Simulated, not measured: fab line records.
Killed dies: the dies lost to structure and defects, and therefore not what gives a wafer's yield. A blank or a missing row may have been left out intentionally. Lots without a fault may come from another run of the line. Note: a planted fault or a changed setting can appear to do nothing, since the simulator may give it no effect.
Comparing a struck lot with a sound one | flow nandHarc | 24 out of 1302 route steps
Sound: these wafers, L315.2, L315.3, L315.4. The struck wafers were L313.3, L313.4, L313.6. The cause is named last.
Per side, at each step with rows, come the tool, then ch with its chambers, and then its first start. Under that, the readings that differ: sound wafers | struck wafers | difference of the means | sigmas: that difference in standard deviations of wafers without a fault.
alike: readings whose means differ by less than 2 such deviations, and words and numbers that are the same on both sides. not compared: withheld readings, readings that some wafer has no value for, bounds like >300 that may hide the same value, and numbers for which the record gives no deviation and whose values overlap.
Wherever a step has rows on one side only, a row that says differs or no value, or a row with sigmas, the two part there. Non-overlapping numbers with no deviation appear without sigmas and do not part them. A reading missing from all wafers of one side parts the sides only when that side holds two or more wafers.

NHARC_P_M1_INSPECT_27:
  struck on defectInspect-01, day 11 17:04; sound on defectInspect-01, day 13 03:21
  alike: rawDefectCount
NHARC_P_M1_PRE_CLEAN_32: time 12 s.
  sound on pecvd-01 ch 0,1,2, day 13 03:27; struck on pecvd-04 ch 0,1, day 11 17:09
  alike: heaterPowerOuterW, heaterPowerW
NHARC_P_M1_DEP_33: deposits SiCN, target thk 30 nm.
  sound on pecvd-01 ch 0,1,2, day 13 03:34; struck on pecvd-04 ch 0,1, day 11 17:17
  alike: heaterPowerOuterW, heaterPowerW
then, 8 steps without rows for these wafers: NHARC_P_M2_DEP_00 (deposits SiOC, target thk 182.5 nm); NHARC_P_M2_DEHYDRATE_01 (time 120 s); NHARC_P_M2_HMDS_02 (time 30 s); NHARC_P_M2_COAT_34 (time 65 s); NHARC_P_M2_COAT_03 (resist thk 90 nm); NHARC_P_M2_SOFTBAKE_04 (time 55 s); NHARC_P_M2_EBR_05; NHARC_P_M2_EXPOSE_06 (exposes mask P M2, target cd 170 nm).
NHARC_P_M2_PEB_07: peb time 65 s.
  sound on lithoTrack-01 ch 0, day 13 04:34; struck on lithoTrack-04 ch 0, day 11 18:23
reading               | sound                | struck            | difference | sigmas
heaterPowerTotalW (W) | 156.4 157.2 157.2    | 148.1 148.0 148.4 | -8.8       | -21
plateTempC (C)        | 100.09 100.02 100.10 | 96.15 96.25 96.22 | -3.86      | -30
  alike: chillPlateTempC
then, 1 step without rows for these wafers: NHARC_P_M2_DEVELOP_08 (develop time 35 s).
NHARC_P_M2_CD_MEAS_09: the cd target is 170 nm.
  sound on cdSem-02 ch 0, day 13 04:38; struck on cdSem-03 ch 0
reading   | sound             | struck            | difference | sigmas
cdNm (nm) | 169.0 169.5 169.4 | 155.6 155.2 156.5 | -13.5      | -20
  not compared: hold
NHARC_P_M2_OVL_MEAS_10: pitch 340 nm.
  struck on overlay-01, day 11 23:11; sound on overlay-01, day 13 04:44
reading | sound | struck                                                                  | difference                   | sigmas
hold    | - - - | awaitDispo/4.4h/release awaitDispo/4.4h/release awaitDispo/4.4h/release | no value on the sound wafers | 
  alike: overlayXNm, overlayYNm
NHARC_P_M2_INSPECT_11:
  struck on defectInspect-02, day 11 23:13; sound on defectInspect-01, day 13 04:46
  alike: rawDefectCount
NHARC_P_M2_DESCUM_14: chemistry O2, time 3 s.
  sound on rieDiel-05 ch 0,2,3, day 13 04:50; struck on rieDiel-09 ch 1,3, day 11 23:17
reading              | sound             | struck          | difference | sigmas
model.P_M2.cdNm (nm) | 169.2 169.9 169.6 | 156 155.3 156.1 | -14        | 
  alike: drypumpMotorCurrentA, mfcArSccm, oesProductAu, rfVppV, showerheadPlenumPTorr, throttleValvePct
  not compared: rfHoursCounterH
NHARC_P_M2_ETCH_35: etches the open film in N2/H2, target depth 40 nm, overetch 12 nm, time 43.94 s.
  sound on rieDiel-05 ch 0,1,2, day 13 04:55; struck on rieDiel-09 ch 1,3, day 11 23:22
  alike: biasW, drypumpMotorCurrentA, mfcArSccm, oesProductAu, rfVppV, showerheadPlenumPTorr, throttleValvePct
  not compared: rfHoursCounterH
NHARC_P_M2_ETCH_15: etches the open film in C4F8/Ar, target depth 182.5 nm, time 91.2 s.
  sound: rieDiel-05 ch 0,2,3; struck: rieDiel-09 ch 1,2
reading             | sound             | struck            | difference | sigmas
oesProductAu (a.u.) | 0.961 0.978 0.947 | 0.907 0.900 0.917 | -0.054     | -2
  alike: biasW, rfVppV
  not compared: rfHoursCounterH
NHARC_P_M2_CD_MEAS_16:
  struck on cdSem-03, day 11 23:46; sound on cdSem-02, day 13 05:08
reading   | sound             | struck            | difference | sigmas
cdNm (nm) | 168.2 168.9 168.9 | 155.5 155.8 156.6 | -12.7      | -13
  not compared: hold
NHARC_P_M2_STRIP_18: strips in N2/H2.
  sound on rieDiel-05 ch 0,1,3, day 13 05:12; struck on rieDiel-05 ch 0,2, day 12 03:14
reading | sound | struck                                                                  | difference                   | sigmas
hold    | - - - | awaitDispo/3.4h/release awaitDispo/3.4h/release awaitDispo/3.4h/release | no value on the sound wafers | 
  alike: drypumpMotorCurrentA, mfcArSccm, oesProductAu, rfVppV, showerheadPlenumPTorr, throttleValvePct
  not compared: rfHoursCounterH
NHARC_P_M2_ETCH_28: etches the open film in CF4/N2, target depth 30 nm, time 72.99 s.
  sound: rieDiel-05 ch 1,2,3; struck: rieDiel-05 ch 0,1
reading              | sound             | struck            | difference | sigmas
model.P_M2.cdNm (nm) | 167.5 168.6 169.5 | 156.1 155.3 156.2 | -12.7      | 
  alike: biasW, drypumpMotorCurrentA, mfcArSccm, oesProductAu, rfVppV, showerheadPlenumPTorr, throttleValvePct
  not compared: rfHoursCounterH
then, 1 step without rows for these wafers: NHARC_P_M2_STRIP_19 (strips in post etch residue remover, time 600 s).
-- the record jumps here: 18 days lie between the struck wafers' starts before and after (it left off in module P_M2 and takes up again in module END, whose first step shown is number 1302 of the route) --
NHARC_END_SORT_01:
  here the record holds rows for the struck wafers (prober-01 ch 0, day 30 04:50) but none for the sound ones

## WHERE THEY PART
First at NHARC_P_M2_PEB_07; last, within this record, at NHARC_END_SORT_01.

WHY: the cause the simulator had injected
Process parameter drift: lithoTrack-04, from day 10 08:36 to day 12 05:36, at NHARC_P_M2_PEB_07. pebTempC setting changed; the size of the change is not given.
